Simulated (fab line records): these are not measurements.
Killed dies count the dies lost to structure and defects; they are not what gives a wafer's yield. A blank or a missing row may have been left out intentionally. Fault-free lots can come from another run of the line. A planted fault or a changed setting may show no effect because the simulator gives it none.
fab line records    flow n5Finfet
[record] lots = 7  wafers = 21
route steps=1938 shown FIN_SAQP@96 DUMMY_GATE@224 SD_EPI_N@278 SD_ACTIVATION@330 ILD0@342
startH: the number of hours between the record's first day and the start of the first shown wafer of the lot    waitH: time in hours since the lot's previous step    " unchanged from the row above    L1.1+2: one row covering several wafers at once    - no value present, or no start provided    * or withheld: withheld    < > ~ a bound
route shown NAME@n: names a module that has steps shown in the file, with the first one's number in the route    usual: mean/standard deviation taken from wafers without a fault    same: alike in all rows    chamber/n: place in a boat    sites: readings site by site    _std_site: the standard deviation of these    _edge_site: mean of outer sites minus mean of inner sites    radiusMm: how far each site lies from the wafer's centre    mask NAME#n: copy n    behind: the tool/chamber that last shaped the wafer    hold: why the lot was held/for how many hours/how that ended    device: names the non-switching transistor (n, p or np)    end of line: tests run on the same wafers once the route is complete    a step with no rows: only its recipe    killed: not the wafer's yield, but the dies lost to structure and defects at the first sort    map: dies across one wafer; x = killed, . = not, _ = none there
set.NAME: the run value of the setting; set.NAME@STEP: its run value at that earlier step    model.NAME: the simulator's own value behind a step, which no gauge read
lots where settings were altered on purpose, with a table for each step and a row for each wafer
[[steps]]
[step N5_FIN_SAQP_HM_DEP_03]
[recipe] material = SiNx  targetThkA = 380  tempC = 400  precursor = SiH4/NH3/N2  pressureTorr = 1.5  rfW = 300  timeS = 33.6
lot.wafer  tool      chamber  startH  waitH  set.timeS  model.SiNx_of_FIN_SAQP_HM_DEP_03.thkNm
L075.2     pecvd-02  2        27.82   0.2    33.6       37.28
L075.3     "         0        "       "      33.6       37.47
L075.4     "         0        "       "      29.49      33.37
L077.3     pecvd-02  0        39.27   0.1    33.6       37.05
L077.4     "         1        "       "      33.6       38.05
L077.6     "         2        "       "      36.16      40.61
L080.3     pecvd-04  1        56.64   0.1    33.6       37.51
L080.4     "         1        "       "      33.6       38.03
L080.6     "         2        "       "      36.42      40.85
L084.1     pecvd-02  0        80.74   0.2    32.25      35.79
L084.3     "         0        "       "      32.25      36.74
L084.5     "         0        "       "      33.6       37.88
L092.1     pecvd-02  1        128.22  0.2    33.6       38.3
L092.3     "         2        "       "      33.6       37.75
L092.6     "         2        "       "      35.09      40.16
L095.1     pecvd-01  2        147.07  0.2    33.6       37.96
L095.3     "         0        "       "      33.6       37.4
L095.6     "         0        "       "      33.6       37.95
L096.2     pecvd-01  2        153.14  0.2    33.6       37.59
L096.3     "         1        "       "      33.6       37.86
L096.4     "         1        "       "      35.37      40.47
[step N5_FIN_SAQP_THK_MEAS_05]
[usual] thkNm = 37.9/0.48
lot.wafer  tool          chamber  startH  waitH  set.timeS@FIN_SAQP_HM_DEP_03  thkNm
L075.2     filmMetro-01  -        27.91   0.1    33.6                          37.3
L075.3     "             -        "       "      33.6                          37.4
L075.4     "             -        "       "      29.49                         33.4
L077.3     filmMetro-01  -        39.37   0.1    33.6                          37.0
L077.4     "             -        "       "      33.6                          38.1
L077.6     "             -        "       "      36.16                         40.6
L080.3     filmMetro-01  -        56.72   0.1    33.6                          37.5
L080.4     "             -        "       "      33.6                          38.1
L080.6     "             -        "       "      36.42                         40.9
L084.1     filmMetro-01  -        80.86   0.1    32.25                         35.8
L084.3     "             -        "       "      32.25                         36.7
L084.5     "             -        "       "      33.6                          37.9
L092.1     filmMetro-01  -        128.31  0.1    33.6                          38.3
L092.3     "             -        "       "      33.6                          37.7
L092.6     "             -        "       "      35.09                         40.2
L095.1     filmMetro-02  -        147.15  0.1    33.6                          38.0
L095.3     "             -        "       "      33.6                          37.5
L095.6     "             -        "       "      33.6                          37.9
L096.2     filmMetro-02  -        153.22  0.1    33.6                          37.6
L096.3     "             -        "       "      33.6                          37.8
L096.4     "             -        "       "      35.37                         40.5
[step N5_FIN_SAQP_COAT_10]
[recipe] resist = CAR-ArF  spinRpm = 1500  resistThkNm = 90
lot.wafer  tool           chamber  startH  waitH  set.spinRpm  model.CAR-ArF_of_FIN_SAQP_COAT_10.thkNm
L075.2     lithoTrack-01  0        -       -      1388         93.92
L075.3     "              0        "       "      1500         90.12
L075.4     "              0        "       "      1500         90.31
L077.3     lithoTrack-01  0        -       -      1559         88.73
L077.4     "              0        "       "      1500         90.2
L077.6     "              0        "       "      1559         88.42
L080.3     lithoTrack-01  0        -       -      1500         90.01
L080.4     "              0        "       "      1565         88.28
L080.6     "              0        "       "      1565         88.02
L084.1     lithoTrack-01  0        -       -      1614         86.74
L084.3     "              0        "       "      1614         87.1
L084.5     "              0        "       "      1500         90.03
L092.1     lithoTrack-01  0        -       -      1500         90.1
L092.3     "              0        "       "      1623         86.54
L092.6     "              0        "       "      1623         86.39
L095.1     lithoTrack-01  0        -       -      1500         89.88
L095.3     "              0        "       "      1500         89.97
L095.6     "              0        "       "      1500         89.87
L096.2     lithoTrack-01  0        -       -      1500         90.02
L096.3     "              0        "       "      1431         91.99
L096.4     "              0        "       "      1500         89.96
[step N5_FIN_SAQP_EBR_12]
[recipe] solvent = PGMEA  ebrWidthMm = 1.5
[step N5_FIN_SAQP_SOFTBAKE_11]
[recipe] tempC = 110  timeS = 60  resist = CAR-ArF
[step N5_FIN_SAQP_DESCUM_21]
[recipe] chemistry = O2  timeS = 7.9  sourcePowerW = 50  biasPowerW = 20  pressureMtorr = 20  rfFrequencyHz = 2.712e+07  tempC = 40  resist = CAR-ArF  o2FlowSccm = 225
[step N5_FIN_SAQP_ETCH_51]
[recipe] chemistry = CF4  target = SiARC  targetDepthA = 455  maskMaterial = CAR-ArF  timeS = 75.8  ionEnergyEv = 80  pressureMtorr = 40  sourceW = 545  biasW = 36  Ar_flow_sccm = 100  cf4FlowSccm = 100  ends = cleared
lot.wafer  tool        chamber  startH  waitH  set.spinRpm@FIN_SAQP_COAT_10  model.CAR-ArF_of_FIN_SAQP_COAT_10.thkNm
L075.2     rieDiel-04  1        28.81   0.0    1388                          54.89
L075.3     "           2        "       "      1500                          50.88
L075.4     "           3        "       "      1500                          51.17
L077.3     rieDiel-04  0        40.14   0.0    1559                          49.65
L077.4     "           2        "       "      1500                          51.27
L077.6     "           3        "       "      1559                          49.31
L080.3     rieDiel-01  1        57.42   0.0    1500                          50.82
L080.4     "           1        "       "      1565                          49.02
L080.6     "           2        "       "      1565                          49.08
L084.1     rieDiel-04  3        81.71   0.0    1614                          47.73
L084.3     "           0        "       "      1614                          48.02
L084.5     "           3        "       "      1500                          50.97
L092.1     rieDiel-04  1        129.19  0.0    1500                          51.12
L092.3     "           3        "       "      1623                          47.49
L092.6     "           3        "       "      1623                          47.29
L095.1     rieDiel-01  1        147.85  0.0    1500                          50.6
L095.3     "           3        "       "      1500                          50.62
L095.6     "           3        "       "      1500                          50.67
L096.2     rieDiel-01  3        154.05  0.0    1500                          50.89
L096.3     "           0        "       "      1431                          52.93
L096.4     "           2        "       "      1500                          50.92
[step N5_FIN_SAQP_ETCH_52]
[recipe] chemistry = N2/H2  target = SOC  targetDepthA = 1000  overetchA = 200  maskMaterial = SiARC  tempC = 40  timeS = 150  ionEnergyEv = 200  pressureMtorr = 30  sourceW = 840  biasW = 150  n2FlowSccm = 200  h2FlowSccm = 200  ends = endPoint
[step N5_FIN_SAQP_STRIP_53]
[recipe] chemistry = N2/H2  tempC = 40  n2FlowSccm = 200  h2FlowSccm = 200  rfFrequencyHz = 6e+07
[step N5_FIN_SAQP_SPACER2_ALD_28]
[recipe] material = SiO2  targetThkA = 81  tempC = 300  aldPrecursorFamily = BDEAS  aldCoReactant = O2-plasma  pulseTimeS = 1  purgeTimeS = 2  coReactantPurgeTimeS = 2  pressureTorr = 2
[step N5_FIN_SAQP_SPACER2_ETCHBACK_29]
[recipe] chemistry = CHF3/O2  mode = anisotropicEtchback  target = SiO2  targetDepthA = 122  timeS = 6.1  pressureMtorr = 30  sourceW = 650  biasW = 170  Ar_flow_sccm = 200  CHF3_flow_sccm = 50  O2_flow_sccm = 5  ionEnergyEv = 200
[step N5_FIN_SAQP_MANDREL2_REMOVE_60]
[recipe] chemistry = HBr/Cl2/O2  btTimeS = 10  target = a-Si  stopOn = SiNx  endpoint = OES-SiCl  overEtchFrac = 1  icpW = 600  biasW = 22  HBr_flow_sccm = 150  Cl2_flow_sccm = 80  O2_flow_sccm = 5  pressureMtorr = 10
lot.wafer  tool      chamber  startH  waitH  set.timeS@FIN_SAQP_HM_DEP_03  model.SiNx_of_FIN_SAQP_HM_DEP_03.thkNm
L075.2     rieSi-01  3        33.30   0.1    33.6                          36.6
L075.3     "         1        "       "      33.6                          36.8
L075.4     "         2        "       "      29.49                         32.6
L077.3     rieSi-03  0        43.87   0.1    33.6                          36.4
L077.4     "         1        "       "      33.6                          37.2
L077.6     "         1        "       "      36.16                         39.8
L080.3     rieSi-01  1        61.71   0.1    33.6                          36.8
L080.4     "         2        "       "      33.6                          37.4
L080.6     "         1        "       "      36.42                         40
L084.1     rieSi-01  0        86.15   0.1    32.25                         35.2
L084.3     "         2        "       "      32.25                         36
L084.5     "         2        "       "      33.6                          37
L092.1     rieSi-01  3        132.88  0.1    33.6                          37.6
L092.3     "         1        "       "      33.6                          37.2
L092.6     "         1        "       "      35.09                         39.6
L095.1+6   rieSi-01  1        151.41  0.1    33.6                          37.2
L095.3     "         3        "       "      33.6                          36.8
L096.2+3   rieSi-03  2,1      157.60  0.1    33.6                          37
L096.4     "         3        "       "      35.37                         39.8
[step N5_FIN_SAQP_HM_OPEN_33]
[recipe] chemistry = CH3F/O2  target = SiNx  maskMaterial = SiO2  targetDepthA = 494  timeS = 70.6  pressureMtorr = 30  sourceW = 395  biasW = 73  Ar_flow_sccm = 150  CH3F_flow_sccm = 30  O2_flow_sccm = 20  ionEnergyEv = 120  ends = cleared
[usual] etchRfOnTimeS = 69.1/1.3
lot.wafer  tool        chamber  startH  waitH  set.timeS@FIN_SAQP_HM_DEP_03  etchRfOnTimeS  model.etch.depthNm
L075.2     rieDiel-01  3        33.47   0.1    33.6                          70.3           36.65
L075.3     "           1        "       "      33.6                          67.9           36.85
L075.4     "           2        "       "      29.49                         59.6           32.65
L077.3     rieDiel-03  1        44.03   0.0    33.6                          69.2           36.35
L077.4     "           0        "       "      33.6                          69.6           37.24
L077.6     "           2        "       "      36.16                         73.2           39.8
L080.3     rieDiel-01  3        61.95   0.1    33.6                          67.2           36.88
L080.4     "           1        "       "      33.6                          67.9           37.41
L080.6     "           3        "       "      36.42                         72.8           40.09
L084.1     rieDiel-01  1        86.31   0.0    32.25                         64.0           35.16
L084.3     "           2        "       "      32.25                         65.7           36.04
L084.5     "           1        "       "      33.6                          67.5           37.07
L092.1     rieDiel-03  3        133.11  0.1    33.6                          70.7           37.68
L092.3     "           1        "       "      33.6                          70.0           37.12
L092.6     "           1        "       "      35.09                         74.5           39.54
L095.1     rieDiel-01  0        151.57  0.0    33.6                          68.6           37.14
L095.3     "           3        "       "      33.6                          67.2           36.71
L095.6     "           1        "       "      33.6                          68.0           37.29
L096.2     rieDiel-03  0        157.76  0.0    33.6                          69.0           36.92
L096.3     "           2        "       "      33.6                          68.7           37.05
L096.4     "           3        "       "      35.37                         75.5           39.77
[step N5_FIN_SAQP_ETCH_64]
[recipe] chemistry = CF4  target = SiO2  targetDepthA = 15  ionEnergyEv = 350  pressureMtorr = 10  icpW = 800  biasW = 400  cf4FlowSccm = 80
lot.wafer  tool      chamber  startH  waitH  set.biasW  model.etch.depthNm
L075.2     rieSi-03  1        33.74   0.0    330.4      1.359
L075.3     "         3        "       "      400        1.589
L075.4     "         2        "       "      330.4      1.464
L077.3     rieSi-01  0        44.29   0.0    400        1.455
L077.4     "         2        "       "      442        1.569
L077.6     "         0        "       "      400        1.458
L080.3     rieSi-03  1        62.22   0.0    400        1.427
L080.4     "         2        "       "      447.9      1.588
L080.6     "         0        "       "      400        1.499
L084.1     rieSi-03  1        86.57   0.0    400        1.428
L084.3     "         2        "       "      434.4      1.553
L084.5     "         0        "       "      434.4      1.514
L092.1     rieSi-03  3        133.38  0.0    468.7      1.643
L092.3     "         1        "       "      468.7      1.49
L092.6     "         1        "       "      400        1.422
L095.1     rieSi-01  3        151.83  0.0    400        1.466
L095.3     "         0        "       "      400        1.465
L095.6     "         3        "       "      400        1.456
L096.2     rieSi-02  3        158.03  0.0    444.9      1.638
L096.3     "         1        "       "      400        1.53
L096.4     "         0        "       "      400        1.536
[step N5_DUMMY_GATE_COAT_28]
[recipe] resist = underlayer  tempC = 205  timeS = 60  spinRpm = 1500  resistThkNm = 10
lot.wafer   tool           chamber  startH  waitH  set.spinRpm  model.underlayer_of_DUMMY_GATE_COAT_28.thkNm
L075.2+3+4  lithoTrack-03  0        -       -      1500         10
L077.3      lithoTrack-02  0        -       -      1588         9.8
L077.4+6    "              0        "       "      1500         10
L080.3      lithoTrack-02  0        -       -      1357         10.6
L080.4+6    "              0        "       "      1500         10
L084.1+3+5  lithoTrack-01  0        -       -      1500         10
L092.1+3    lithoTrack-02  0        -       -      1500         10
L092.6      "              0        "       "      1650         9.6
L095.1+3+6  lithoTrack-01  0        -       -      1500         10
L096.2+3+4  lithoTrack-03  0        -       -      1500         10
[step N5_DUMMY_GATE_COAT_09]
[recipe] resist = CAR-EUV  spinRpm = 1500  resistThkNm = 30
lot.wafer  tool           chamber  startH  waitH  set.spinRpm  model.CAR-EUV_of_DUMMY_GATE_COAT_09.thkNm
L075.2     lithoTrack-03  0        -       -      1500         30
L075.3+4   "              0        "       "      1445         30.6
L077.3     lithoTrack-02  0        -       -      1500         30
L077.4+6   "              0        "       "      1575         29.2
L080.3+4   lithoTrack-02  0        -       -      1500         30
L080.6     "              0        "       "      1567         29.4
L084.1     lithoTrack-01  0        -       -      1646         28.6
L084.3+5   "              0        "       "      1646         28.8
L092.1     lithoTrack-02  0        -       -      1500         30
L092.3+6   "              0        "       "      1444         30.6
L095.1     lithoTrack-01  0        -       -      1500         29.8
L095.3+6   "              0        "       "      1500         30
L096.2     lithoTrack-03  0        -       -      1500         30.2
L096.3     "              0        "       "      1432         30.8
L096.4     "              0        "       "      1500         30
[step N5_DUMMY_GATE_EBR_11]
[recipe] solvent = PGMEA  ebrWidthMm = 1.5
[step N5_DUMMY_GATE_SOFTBAKE_10]
[recipe] tempC = 110  timeS = 60  resist = CAR-EUV
[step N5_DUMMY_GATE_EXPOSE_12]
[recipe] maskId = GATE  na = 0.33  sourceShape = annular  sigmaInner = 0.2  sigmaOuter = 0.6  polarization = unpolarized  targetCdNm = 25  doseMj = 34
[step N5_DUMMY_GATE_PEB_13]
[recipe] pebTempC = 100  pebTimeS = 60  resist = CAR-EUV
[step N5_DUMMY_GATE_DEVELOP_14]
[recipe] developTimeS = 30  developer = TMAH  resist = CAR-EUV  rinseLiquid = surfactantRinse  dry = airSpin  devTempC = 23
lot.wafer   tool           chamber  startH  waitH  set.spinRpm@DUMMY_GATE_COAT_09  model.CAR-EUV_of_DUMMY_GATE_COAT_09.thkNm
L075.2      lithoTrack-02  0        -       -      1500                            29.6
L075.3+4    "              0        "       "      1445                            30
L077.3      lithoTrack-03  0        -       -      1500                            29.6
L077.4+6    "              0        "       "      1575                            28.8
L080.3+4    lithoTrack-01  0        -       -      1500                            29.6
L080.6      "              0        "       "      1567                            28.8
L084.1+3+5  lithoTrack-03  0        -       -      1646                            28.2
L092.1      lithoTrack-01  0        -       -      1500                            29.6
L092.3+6    "              0        "       "      1444                            30.2
L095.1      lithoTrack-01  0        -       -      1500                            29.4
L095.3+6    "              0        "       "      1500                            29.6
L096.2+4    lithoTrack-02  0        -       -      1500                            29.6
L096.3      "              0        "       "      1432                            30.4
[step N5_DUMMY_GATE_DESCUM_20]
[recipe] chemistry = O2  timeS = 6.2  sourcePowerW = 50  biasPowerW = 20  pressureMtorr = 20  rfFrequencyHz = 2.712e+07  tempC = 40  resist = CAR-EUV  o2FlowSccm = 225
[step N5_DUMMY_GATE_ETCH_29]
[recipe] chemistry = N2/H2  target = underlayer  targetDepthA = 130  ionEnergyEv = 200  pressureMtorr = 30  sourceW = 840  biasW = 150  n2FlowSccm = 200  h2FlowSccm = 200
lot.wafer  tool        chamber  startH  waitH  set.spinRpm@DUMMY_GATE_COAT_09  model.CAR-EUV_of_DUMMY_GATE_COAT_09.thkNm
L075.2     rieDiel-06  0        53.11   0.0    1500                            18.8
L075.3     "           3        "       "      1445                            19.6
L075.4     "           0        "       "      1445                            19.4
L077.3     rieDiel-02  2        64.44   0.0    1500                            19.2
L077.4+6   "           1,0      "       "      1575                            18.2
L080.3+4   rieDiel-02  0,2      82.20   0.0    1500                            19.2
L080.6     "           3        "       "      1567                            18.2
L084.1+5   rieDiel-02  1,3      108.49  0.0    1646                            17.6
L084.3     "           0        "       "      1646                            17.8
L092.1     rieDiel-06  1        152.92  0.0    1500                            19
L092.3     "           3        "       "      1444                            19.8
L092.6     "           1        "       "      1444                            19.6
L095.1     rieDiel-05  2        171.42  0.0    1500                            18.8
L095.3+6   "           1        "       "      1500                            19.2
L096.2     rieDiel-06  0        177.94  0.0    1500                            19
L096.3     "           1        "       "      1432                            19.8
L096.4     "           3        "       "      1500                            19.2
[step N5_DUMMY_GATE_ETCH_36]
[recipe] chemistry = CF4  target = SiARC  targetDepthA = 130  pressureMtorr = 40  sourceW = 545  biasW = 36  Ar_flow_sccm = 100  cf4FlowSccm = 100  ionEnergyEv = 80
lot.wafer  tool        chamber  startH  waitH  set.spinRpm@DUMMY_GATE_COAT_09  model.CAR-EUV_of_DUMMY_GATE_COAT_09.thkNm
L075.2     rieDiel-06  0        53.15   0.0    1500                            11.2
L075.3     "           3        "       "      1445                            12.4
L075.4     "           0        "       "      1445                            11.8
L077.3     rieDiel-02  2        64.48   0.0    1500                            11.8
L077.4+6   "           1,0      "       "      1575                            10.6
L080.3+4   rieDiel-02  0,2      82.24   0.0    1500                            11.8
L080.6     "           3        "       "      1567                            10.8
L084.1+5   rieDiel-02  1,3      108.53  0.0    1646                            10
L084.3     "           0        "       "      1646                            10.4
L092.1     rieDiel-06  1        152.96  0.0    1500                            11.4
L092.3     "           3        "       "      1444                            12.6
L092.6     "           1        "       "      1444                            12
L095.1     rieDiel-05  2        171.46  0.0    1500                            11.2
L095.3+6   "           1        "       "      1500                            11.6
L096.2     rieDiel-06  0        177.98  0.0    1500                            11.4
L096.3     "           1        "       "      1432                            12.4
L096.4     "           3        "       "      1500                            12
[step N5_SD_EPI_N_ETCH_45]
[recipe] chemistry = CH3F/O2  target = SiOCN  targetDepthA = 60  maskMaterial = SOC  ionEnergyEv = 60  biasW = 29  pressureMtorr = 15  sourceW = 410  Ar_flow_sccm = 150  CH3F_flow_sccm = 30  O2_flow_sccm = 20
lot.wafer  tool        chamber  startH  waitH  set.targetDepthA  model.etch.depthNm
L075.2     rieDiel-03  1        56.77   0.1    53.08             5.256
L075.3     "           3        "       "      53.08             5.239
L075.4     "           2        "       "      53.08             5.4
L077.3     rieDiel-04  2        67.22   0.1    56.74             5.728
L077.4     "           3        "       "      56.74             5.639
L077.6     "           3        "       "      56.74             5.627
L080.3     rieDiel-01  1        85.11   0.1    54.54             5.55
L080.4     "           3        "       "      54.54             5.526
L080.6     "           3        "       "      60                6.094
L084.1     rieDiel-04  0        111.09  0.1    60                5.937
L084.3     "           1        "       "      60                6.07
L084.5     "           0        "       "      56.87             5.631
L092.1     rieDiel-04  2        155.62  0.1    60                5.931
L092.3     "           3        "       "      60                5.883
L092.6     "           2        "       "      60                5.952
L095.1     rieDiel-01  0        174.51  0.1    60                6
L095.3     "           2        "       "      60                5.997
L095.6     "           1        "       "      60                6.085
L096.2     rieDiel-03  0        181.44  0.1    60                5.955
L096.3     "           1        "       "      54.96             5.431
L096.4     "           0        "       "      60                5.922
[step N5_SD_EPI_N_EPI_21]
[recipe] material = Si:P  dopant = P  tempC = 680  pressureTorr = 255  timeS = 690
lot.wafer  tool         chamber  startH  waitH  set.timeS  model.Si-P_of_SD_EPI_N_EPI_21.thkNm
L075.2     epiRpcvd-02  0        58.22   0.4    690        58.2
L075.3     "            0        "       "      774.9      63.8
L075.4     "            0        "       "      690        58
L077.3     epiRpcvd-04  0        68.94   0.7    647.5      56.8
L077.4     "            0        "       "      690        58.8
L077.6     "            0        "       "      647.5      55.6
L080.3     epiRpcvd-01  0        87.42   0.9    742.6      62
L080.4     "            0        "       "      742.6      61
L080.6     "            0        "       "      690        58.6
L084.1     epiRpcvd-02  0        112.27  0.1    690        58.4
L084.3+5   "            0        "       "      690        58.2
L092.1     epiRpcvd-02  0        157.20  0.3    690        58.4
L092.3+6   "            0        "       "      792.7      64.4
L095.1     epiRpcvd-02  0        175.85  0.2    690        59
L095.3     "            0        "       "      690        59.4
L095.6     "            0        177.71  1.9    690        60
L096.2     epiRpcvd-01  0        183.16  0.5    653.7      56.8
L096.3     "            0        "       "      653.7      57
L096.4     "            0        "       "      690        58.4
[step N5_SD_EPI_N_PRECLEAN_24]
[recipe] chemistry = O3/DIW  timeS = 60  tempC = 22  o3Ppm = 10
[step N5_SD_ACTIVATION_RTA_00]
[recipe] tempC = 975  timeS = 0  ambient = N2  idleTempC = 600  rampUpCPerS = 150  rampDownCPerS = 60  coolToC = 600
[step N5_SD_ACTIVATION_LSA_01]
[recipe] tempC = 1080  timeS = 0.0008  ambient = N2
[step N5_SD_ACTIVATION_RS_MEAS_03]
[recipe] thkMeasGauge = four-point-probe
[usual] RS_SD_N = 21.94/0.25  RS_SD_P = 56.6/0.92
lot.wafer  tool          chamber  startH  waitH  set.timeS@SD_EPI_N_EPI_21  RS_SD_N[ohm/sq]  RS_SD_P[ohm/sq]
L075.2     filmMetro-02  -        64.86   0.2    690                        22.31            56.7
L075.3     "             -        "       "      774.9                      20.48            56.7
L075.4     "             -        "       "      690                        22.36            57.6
L077.3     filmMetro-01  -        76.07   0.2    647.5                      22.85            58.6
L077.4     "             -        "       "      690                        21.69            58.9
L077.6     "             -        "       "      647.5                      23.05            58.1
L080.3     filmMetro-02  -        94.35   0.2    742.6                      20.69            56.4
L080.4     "             -        "       "      742.6                      21.19            57.0
L080.6     "             -        "       "      690                        22.21            56.5
L084.1     filmMetro-02  -        119.25  0.2    690                        22.42            56.2
L084.3     "             -        "       "      690                        22.50            56.8
L084.5     "             -        "       "      690                        22.34            57.5
L092.1     filmMetro-02  -        166.42  0.2    690                        22.15            56.2
L092.3     "             -        "       "      792.7                      20.22            56.5
L092.6     "             -        "       "      792.7                      20.21            55.9
L095.1     filmMetro-02  -        184.18  0.2    690                        21.97            58.5
L095.3     "             -        "       "      690                        21.71            57.3
L095.6     "             -        "       "      690                        21.65            57.7
L096.2     filmMetro-01  -        191.26  0.2    653.7                      22.65            57.9
L096.3     "             -        "       "      653.7                      22.57            57.9
L096.4     "             -        "       "      690                        22.06            57.7
[step N5_ILD0_PRECLEAN_10]
[recipe] chemistry = NF3:NH3  afsCycles = 5  timeS = 20  tempC = 30  sublimationTempC = 180  sublimationTimeS = 60  pressureTorr = 3  rfPowerW = 30
lot.wafer  tool             chamber  startH  waitH  set.timeS  model.SiO2_flowable_of_ILD0_FCVD_FILL_01.thkNm
L075.2     remotePlasma-02  1        68.34   0.1    20         120.4
L075.3+4   "                1        "       "      21.16      119.2
L077.3     remotePlasma-01  0        79.64   0.3    22.9       116.8
L077.4     "                0        "       "      22.9       117.4
L077.6     "                0        "       "      20         118.2
L080.3     remotePlasma-02  0        98.35   0.3    18.31      121.4
L080.4     "                0        "       "      20         121
L080.6     "                0        "       "      20         120.2
L084.1     remotePlasma-02  1        122.73  0.0    24.41      117.6
L084.3     "                1        "       "      20         119.2
L084.5     "                1        "       "      24.41      117.8
L092.1+3   remotePlasma-01  0        169.81  0.0    20         120
L092.6     "                0        "       "      24.41      116.8
L095.1     remotePlasma-01  0        187.56  0.0    20         119.8
L095.3     "                0        "       "      20         118.8
L095.6     "                0        "       "      20         120
L096.2     remotePlasma-02  1        194.73  0.1    20         120.4
L096.3     "                1        "       "      17.2       123
L096.4     "                1        "       "      17.2       122.4
[[key]]
[split] step = N5_FIN_SAQP_HM_DEP_03  setting = timeS  stated = 33.6  by = wafer
[response] step = N5_FIN_SAQP_HM_DEP_03  reading = model.SiNx_of_FIN_SAQP_HM_DEP_03.thkNm  change = +0.376  per = 1%  r = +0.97
[response] step = N5_FIN_SAQP_THK_MEAS_05  reading = thkNm  change = *  per = 1%  r = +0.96
[response] step = N5_FIN_SAQP_MANDREL2_REMOVE_60  reading = model.SiNx_of_FIN_SAQP_HM_DEP_03.thkNm  change = +0.373  per = 1%  r = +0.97
[response] step = N5_FIN_SAQP_HM_OPEN_33  reading = etchRfOnTimeS  change = *  per = 1%  r = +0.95
[response] step = N5_FIN_SAQP_HM_OPEN_33  reading = model.etch.depthNm  change = +0.374  per = 1%  r = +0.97
[split] step = N5_FIN_SAQP_COAT_10  setting = spinRpm  stated = 1500  by = wafer
[response] step = N5_FIN_SAQP_COAT_10  reading = model.CAR-ArF_of_FIN_SAQP_COAT_10.thkNm  change = -0.443  per = 1%  r = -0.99
[response] step = N5_FIN_SAQP_ETCH_51  reading = model.CAR-ArF_of_FIN_SAQP_COAT_10.thkNm  change = -0.453  per = 1%  r = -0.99
[split] step = N5_FIN_SAQP_ETCH_64  setting = biasW  stated = 400  by = wafer
[response] step = N5_FIN_SAQP_ETCH_64  reading = model.etch.depthNm  change = +0.00981  per = 1%  r = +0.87
[split] step = N5_DUMMY_GATE_COAT_28  setting = spinRpm  stated = 1500  by = wafer
[response] step = N5_DUMMY_GATE_COAT_28  reading = model.underlayer_of_DUMMY_GATE_COAT_28.thkNm  change = -0.0483  per = 1%  r = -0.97
[split] step = N5_DUMMY_GATE_COAT_09  setting = spinRpm  stated = 1500  by = wafer
[response] step = N5_DUMMY_GATE_COAT_09  reading = model.CAR-EUV_of_DUMMY_GATE_COAT_09.thkNm  change = -0.154  per = 1%  r = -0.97
[response] step = N5_DUMMY_GATE_DEVELOP_14  reading = model.CAR-EUV_of_DUMMY_GATE_COAT_09.thkNm  change = -0.16  per = 1%  r = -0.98
[response] step = N5_DUMMY_GATE_ETCH_29  reading = model.CAR-EUV_of_DUMMY_GATE_COAT_09.thkNm  change = -0.192  per = 1%  r = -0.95
[response] step = N5_DUMMY_GATE_ETCH_36  reading = model.CAR-EUV_of_DUMMY_GATE_COAT_09.thkNm  change = -0.219  per = 1%  r = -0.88
[split] step = N5_SD_EPI_N_ETCH_45  setting = targetDepthA  stated = 60  by = wafer
[response] step = N5_SD_EPI_N_ETCH_45  reading = model.etch.depthNm  change = +0.0624  per = 1%  r = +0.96
[split] step = N5_SD_EPI_N_EPI_21  setting = timeS  stated = 690  by = wafer
[response] step = N5_SD_EPI_N_EPI_21  reading = model.Si-P_of_SD_EPI_N_EPI_21.thkNm  change = +0.414  per = 1%  r = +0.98
[response] step = N5_SD_ACTIVATION_RS_MEAS_03  reading = RS_SD_N  change = -0.145  per = 1%  r = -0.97
[split] step = N5_ILD0_PRECLEAN_10  setting = timeS  stated = 20  by = wafer
[response] step = N5_ILD0_PRECLEAN_10  reading = model.SiO2_flowable_of_ILD0_FCVD_FILL_01.thkNm  change = -0.112  per = 1%  r = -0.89
